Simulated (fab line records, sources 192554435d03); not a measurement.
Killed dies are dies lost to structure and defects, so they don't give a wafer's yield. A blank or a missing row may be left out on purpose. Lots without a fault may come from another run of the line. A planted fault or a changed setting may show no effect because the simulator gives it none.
Chamber matching | flow n5_finfet | N5_BEOL_M0_PRE_CLEAN_131 on cvd_co-01: 3 sister chambers
The step time 15 s. 39 wafers are shown with their chamber, then 12 later ones without.

WAFERS WITH THEIR CHAMBER
wafer  | chamber | heater_power_w (W)
L074.1 | 1       | 68
L074.2 | 2       | 86
L074.3 | 0       | 69
L075.2 | 2       | 86
L075.3 | 0       | 73
L075.6 | 2       | 85
L076.2 | 2       | 86
L076.5 | 1       | 70
L076.6 | 2       | 87
L078.2 | 1       | 67
L078.4 | 0       | 72
L078.6 | 2       | 87
L080.2 | 2       | 85
L080.3 | 1       | 67
L080.6 | 1       | 69
L082.1 | 1       | 68
L082.2 | 0       | 72
L082.3 | 2       | 88
L082.4 | 0       | 71
L082.5 | 1       | 68
L082.6 | 2       | 85
L089.2 | 0       | 70
L089.3 | 2       | 86
L089.6 | 1       | 68
L090.4 | 0       | 71
L090.5 | 1       | 69
L090.6 | 2       | 88
L091.1 | 2       | 87
L091.4 | 2       | 89
L091.5 | 1       | 68
L094.1 | 2       | 88
L094.2 | 0       | 71
L094.3 | 1       | 67
L094.4 | 1       | 68
L094.5 | 2       | 86
L094.6 | 0       | 72
L095.1 | 2       | 90
L095.2 | 0       | 72
L095.3 | 1       | 68

SIGNATURES (means of the wafers above)
reading        | chamber 0 | chamber 1 | chamber 2 | scatter within a chamber
heater_power_w | 71.30     | 68.08     | 86.81     | 1.22
Rule: a wafer's distance from a chamber is the root of the sum, over the readings, of the square of ((its reading less the chamber's mean) divided by the reading's scatter). The wafer belongs to the nearest chamber; if the next one is less than 2 further off, it can't be placed. The scatter: the root of (the sum of the squares of (reading less its chamber's mean) over the shown wafers, divided by (wafers less chambers)).

WAFERS WITHOUT THEIR CHAMBER
wafer  | heater_power_w (W)
L095.4 | 72
L095.5 | 69
L095.6 | 88
L096.1 | 67
L096.2 | 87
L096.3 | 69
L096.4 | 74
L096.5 | 68
L096.6 | 90
L097.3 | 67
L097.4 | 68
L097.6 | 88

WHICH CHAMBER EACH WENT THROUGH
wafer  | from the rows above     | in truth
L095.4 | 0                       | 0
L095.5 | can't be placed: 1 or 0 | 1
L095.6 | 2                       | 2
L096.1 | 1                       | 1
L096.2 | 2                       | 2
L096.3 | can't be placed: 1 or 0 | 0
L096.4 | 0                       | 0
L096.5 | 1                       | 1
L096.6 | 2                       | 2
L097.3 | 1                       | 1
L097.4 | 1                       | 1
L097.6 | 2                       | 2
Placed correctly: 10 of 12. Can't be placed from these rows: 2 (the true chamber is among the candidates in 2). Placed wrongly: 0.
